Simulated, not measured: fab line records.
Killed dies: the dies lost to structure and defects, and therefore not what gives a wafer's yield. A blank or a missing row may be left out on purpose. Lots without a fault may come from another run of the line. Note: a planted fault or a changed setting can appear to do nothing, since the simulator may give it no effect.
One fault through the eyes of 2 desks    flow n5_finfet    what lay behind the numbers comes last; until then each desk has only its own

AT THE METROLOGY DESK
Lot by lot, what the gauges showed, no matter which tool ran the lot: averages of those sampled wafers that carry a number. Marked OUT: a lot whose mean sits more than 4 standard deviations from the usual mean, which makes it out of limits; the brackets give that distance. Of its 10 readings 7 are shown: those that lie furthest out on some lot.
Columns: A = IOFF_P at N5_BEOL_M4_RC_MEAS_101, usual 0.21 nA/um; B = ION_N at N5_BEOL_M4_RC_MEAS_101, usual 674 uA/um; C = ION_P at N5_BEOL_M4_RC_MEAS_101, usual 463 uA/um; D = SS_N at N5_BEOL_M4_RC_MEAS_101, usual 71.5 mV/dec; E = SS_P at N5_BEOL_M4_RC_MEAS_101, usual 73.2 mV/dec; F = VT_N at N5_BEOL_M4_RC_MEAS_101, usual 250.0 mV; G = VT_P at N5_BEOL_M4_RC_MEAS_101, usual -250 mV
lot   first seen here  A     B    C    D     E     F      G
L281  day 9 01:38      0.21  678  469  71.5  72.8  251.1  -247
L283  day 9 03:50      0.25  692  477  70.9  74.2  247.8  -246
L292  day 11 15:34     0.20  670  460  71.7  73.1  249.9  -251
L294  day 12 18:42     0.18  665  457  71.2  72.9  254.8  -253
This desk's finding: nothing out of limits on any of the 4 lots.

FOR THE TOOL OWNER'S DESK: pecvd-02
The tool's own readings at N5_BEOL_M0_SAQP_PECVD_00 (deposits SiCN from 3MS/NH3, target thk 8 nm, time 14 s): means of the sampled wafers that have a number, for each lot that ran on this tool. Marked OUT: a lot whose mean sits more than 4 standard deviations from the usual mean, which makes it out of limits; the brackets give that distance.
Columns: A = rf_fwd_power_W at N5_BEOL_M0_SAQP_PECVD_00, usual 198.9 W; B = showerhead_plenum_p_Torr at N5_BEOL_M0_SAQP_PECVD_00, usual 3.667 Torr; C = throttle_valve_pct at N5_BEOL_M0_SAQP_PECVD_00, usual 9.1 %
lot   first seen here  A      B      C
L283  day 6 23:14      198.6  3.670  8.6
L292  day 9 08:45      198.8  3.678  9.1
L294  day 10 01:52     199.1  3.675  9.0
This desk's finding: nothing out of limits on any of the 3 lots.

BROUGHT TOGETHER
Metrology desk: nothing out of limits seen.
The desk of the tool owner found nothing out of limits.

WHAT THE SIMULATOR HAD INSERTED
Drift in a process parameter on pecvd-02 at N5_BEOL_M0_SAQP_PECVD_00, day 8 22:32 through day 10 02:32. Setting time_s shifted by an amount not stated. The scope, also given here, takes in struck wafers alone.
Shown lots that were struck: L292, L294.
